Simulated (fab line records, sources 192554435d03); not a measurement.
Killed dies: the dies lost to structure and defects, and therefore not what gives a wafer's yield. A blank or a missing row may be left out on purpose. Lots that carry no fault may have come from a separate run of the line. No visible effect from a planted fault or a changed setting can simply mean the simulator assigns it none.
Split-lot trial	flow n5Finfet	route with 1938 steps; 7 lots, 21 wafers read

== ON THE SPLIT ==
At N5_WELL_APT_PEB_06 (peb time 90 s), the setting pebTempC was moved away from the recipe's 130 C on 8 of the 21 wafers read, by -2.5% to +1.6%. The other wafers ran this setting at the recipe's value.

== FROM THE SPLIT TO THE READING: what the file shows between them, 2 steps ==
- N5_WELL_APT_DEVELOP_07: develop time 45 s (also split here: developTimeS)
- N5_WELL_APT_HARDBAKE_12: time 120 s

== THE READING ==
cdNm (nm) at N5_WELL_APT_CD_MEAS_08, where the cd target is 200 nm. On this fab line, fault-free wafers typically give 200.1 nm with a standard deviation of 1.4 nm.

wafer	tool, chamber at the split	pebTempC as run, C	against the recipe	cdNm, nm	against lot-mates on the recipe
L078.1	lithoTrack-04, 0	126.7	-2.5%	183.5	-15.8
L078.3	lithoTrack-04, 0	130	recipe	198.7	-
L078.6	lithoTrack-04, 0	130	recipe	199.9	-
L079.1	lithoTrack-05, 0	130	recipe	199.6	-
L079.3	lithoTrack-05, 0	132.1	+1.6%	207.2	+7.6
L079.6	lithoTrack-05, 0	132.1	+1.6%	207.7	+8.1
L081.3	lithoTrack-05, 0	127.4	-2.0%	185.1	-14.4
L081.5	lithoTrack-05, 0	130	recipe	199.5	-
L081.6	lithoTrack-05, 0	127.4	-2.0%	187.4	-12.1
L088.1	lithoTrack-04, 0	130	recipe	198.1	-
L088.3	lithoTrack-04, 0	130	recipe	198.8	-
L088.4	lithoTrack-04, 0	130	recipe	198.3	-
L090.2	lithoTrack-02, 0	131.5	+1.2%	207.4	+6.6
L090.4	lithoTrack-02, 0	130	recipe	200.9	-
L090.5	lithoTrack-02, 0	130	recipe	200.7	-
L092.1	lithoTrack-04, 0	130	recipe	200.1	-
L092.3	lithoTrack-04, 0	130	recipe	200.5	-
L092.5	lithoTrack-04, 0	130	recipe	201.3	-
L095.1	lithoTrack-02, 0	132.1	+1.6%	209.1	+8.6
L095.3	lithoTrack-02, 0	130	recipe	200.5	-
L095.6	lithoTrack-02, 0	132.1	+1.6%	210.0	+9.5

FIT RESULTS
A straight line over all 21 wafers: cdNm changes by +6.14 nm for each +1% of pebTempC; r = +0.99; the points scatter about the line by 1.2 nm.
The same after taking each lot's own level away (the mean of its wafers on the recipe; 21 wafers): +5.94 nm for each +1%; r = +0.99; scatter 0.82 nm.
According to that fit, moving pebTempC by its largest amount changes the reading by 15 nm.
Across the lots, their own levels run from 198.40 to 200.80 nm, a range of 1.7 times the standard deviation given above.
The two slopes are in agreement: the lot-to-lot level therefore moves the slope only a little.
Check: with one of the wafers moved furthest among these (-2.5%) left out of the fit, the line predicts -15.3 nm for it against its lot-mates. Against them it came out at -15.8 nm.

== OTHER SPLITS ON THESE WAFERS ==
These wafers also went through other splits before the reading. Each is held against what the fit with the lots' levels taken away leaves over:
other split on the same wafers	wafers away from the commonest value	r with cdNm (lot level and that fit taken away)
N5_ZERO_LAYER_PECVD_02 timeS	6	+0.00
N5_ZERO_LAYER_EXPOSE_08 doseMj	6	+0.07
N5_WELL_APT_DEVELOP_07 developTimeS	6	+0.04

== THE WHOLE CHAIN: every reading that the file lists as answering this split, in the file's order ==
step	what it does	reading	change (the file's fit)	r (the file's)
N5_WELL_APT_CD_MEAS_08	target cd 200 nm	cdNm	+5.97 nm for each +1% of the setting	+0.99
N5_WELL_APT_DESCUM_13	chemistry O2, time 7.9 s	WELL_APT.cdNm (the simulator's own value, which no gauge read)	+5.92 nm for each +1% of the setting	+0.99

== THE FILE'S OWN FIT ==
cdNm changes by +5.97 nm for each +1% of pebTempC, r = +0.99.
